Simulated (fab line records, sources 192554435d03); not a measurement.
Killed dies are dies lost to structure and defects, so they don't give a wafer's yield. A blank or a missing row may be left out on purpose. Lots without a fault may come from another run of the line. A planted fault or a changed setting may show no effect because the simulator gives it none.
Chamber matching | flow n5_finfet | N5_BEOL_M0_CUTY_ETCH_62 on rie_diel-01: 4 sister chambers
The step etches SiARC in CF4, time 58.5 s. 7 wafers are shown with their chamber, then 8 later ones without.

WAFERS WITH THEIR CHAMBER
wafer  | chamber | showerhead_plenum_p_Torr (Torr) | drypump_motor_current_A (A)
L079.1 | 2       | 2.16                            | 5.2
L079.2 | 0       | 2.01                            | 6.0
L083.4 | 0       | 2.00                            | 6.1
L087.2 | 1       | 2.27                            | 5.7
L087.3 | 3       | 2.17                            | 5.7
L087.4 | 3       | 2.17                            | 5.7
L089.2 | 1       | 2.27                            | 5.7

WAFERS WITHOUT THEIR CHAMBER
wafer  | showerhead_plenum_p_Torr (Torr) | drypump_motor_current_A (A)
L089.4 | 2.15                            | 5.2
L089.5 | 2.17                            | 5.7
L091.1 | 2.25                            | 6.0
L091.5 | 2.26                            | 5.7
L091.6 | 2.15                            | 5.2
L092.1 | 2.15                            | 5.2
L092.3 | 2.16                            | 5.7
L092.4 | 2.26                            | 5.7

WHICH CHAMBER EACH WENT THROUGH
wafer  | from the rows above | in truth
L089.4 | 2                   | 2
L089.5 | 3                   | 3
L091.1 | 1                   | 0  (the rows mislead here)
L091.5 | 1                   | 1
L091.6 | 2                   | 2
L092.1 | 2                   | 2
L092.3 | 3                   | 3
L092.4 | 1                   | 1
Placed correctly: 7 of 8. Can't be placed from these rows: 0. Placed wrongly: 1.
How it was worked out, from the rows above alone: a wafer's distance from a chamber is the root of the sum, over the readings, of the square of ((its reading less the chamber's mean) divided by the reading's scatter). The wafer belongs to the nearest chamber; if the next one is less than 2 further off, it can't be placed. A chamber's mean is the mean of its shown wafers. The scatter: the root of (the sum of the squares of (reading less its chamber's mean) over the shown wafers, divided by (wafers less chambers)).
